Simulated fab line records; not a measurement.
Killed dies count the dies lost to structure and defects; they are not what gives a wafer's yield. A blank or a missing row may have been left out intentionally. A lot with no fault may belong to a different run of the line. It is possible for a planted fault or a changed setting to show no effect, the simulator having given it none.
A struck lot beside a sound one -- flow nand harc -- 15 steps out of a route of 1302
Sound: these wafers, L790.3, L790.4, L790.5. The struck wafers were L797.1, L797.2, L797.5. The cause comes at the end.
At each step with rows: each side's tool, then ch and its chambers, then its first start. Under that, the readings that differ: sound wafers -- struck wafers -- difference of the means -- sigmas: that difference in standard deviations of wafers without a fault.
alike: readings whose means differ by less than 2 such deviations, and words and numbers that are the same on both sides. not compared: withheld readings, readings that some wafer has no value for, bounds like >300 that may hide the same value, and numbers for which the record gives no deviation and whose values overlap.
The two part at a step that has a row with sigmas, a row that says differs or no value, or rows on one side only. Numbers that have no deviation but don't overlap get no sigmas and don't part them. A reading missing from all wafers of one side parts the sides only when that side holds two or more wafers.

first, 2 steps without rows for these wafers: NHARC_A_CONTACT_STRIP_104 (strips in CF4/CHF3); NHARC_A_CONTACT_STRIP_105 (strips in O2/COS).
NHARC_A_CONTACT_ETCH_106: etches the open film in CF4/O2, target depth 90 nm, overetch 9 nm, time 49.5 s.
  sound on rie diel-10 ch 1,3, day 23 03:58; struck on rie diel-07 ch 0,2,3, day 26 16:58
  alike: bias w, cf4 flow sccm, drypump motor current A, mfc ar sccm, oes_ar_750_au, oes product au, rf vpp V, showerhead plenum p Torr, throttle valve pct
  not compared: rf hours counter h
NHARC_A_CONTACT_STRIP_82: strips in O2.
  sound on rie diel-10 ch 1,2; struck on rie diel-07 ch 0,3
  alike: drypump motor current A, mfc ar sccm, oes product au, rf vpp V, showerhead plenum p Torr, throttle valve pct
  not compared: rf hours counter h
then, 1 step without rows for these wafers: NHARC_A_CONTACT_STRIP_83 (strips in post etch residue remover, time 600 s).
NHARC_A_CONTACT_DEP_84: deposits aC, target thk 2800 nm.
  sound on acl dep-03 ch 0, day 23 08:08; struck on acl dep-01 ch 0, day 26 20:26
  alike: throttle valve pct
NHARC_A_CONTACT_DEP_85: deposits SiON, target thk 60 nm.
  sound on pecvd-02 ch 0,2, day 23 09:19; struck on pecvd-04 ch 0,1,2, day 26 22:10
  alike: heater power w
then, 5 steps without rows for these wafers: NHARC_A_CONTACT_DEHYDRATE_00 (time 120 s); NHARC_A_CONTACT_HMDS_01 (time 30 s); NHARC_A_CONTACT_COAT_86 (time 75 s); NHARC_A_CONTACT_COAT_87 (time 65 s); NHARC_A_CONTACT_COAT_02 (resist thk 90 nm).
NHARC_A_CONTACT_SOFTBAKE_03: time 55 s.
  sound on litho track-04 ch 0, day 23 09:00; struck on litho track-04 ch 0, day 26 22:00
reading,sound,struck,difference,sigmas
heater power total W (W),188.47 188.42 188.38,222.93 222.53 222.45,+34.21,+99 or more
  alike: exhaust pa
then, 2 steps without rows for these wafers: NHARC_A_CONTACT_EBR_04; NHARC_END_SORT_01.

WHERE THEY PART
At NHARC_A_CONTACT_SOFTBAKE_03 and nowhere else, as far as this record goes.

WHY: what had been put in by the simulator
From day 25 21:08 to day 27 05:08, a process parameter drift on litho track-04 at NHARC_A_CONTACT_SOFTBAKE_03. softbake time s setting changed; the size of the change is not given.
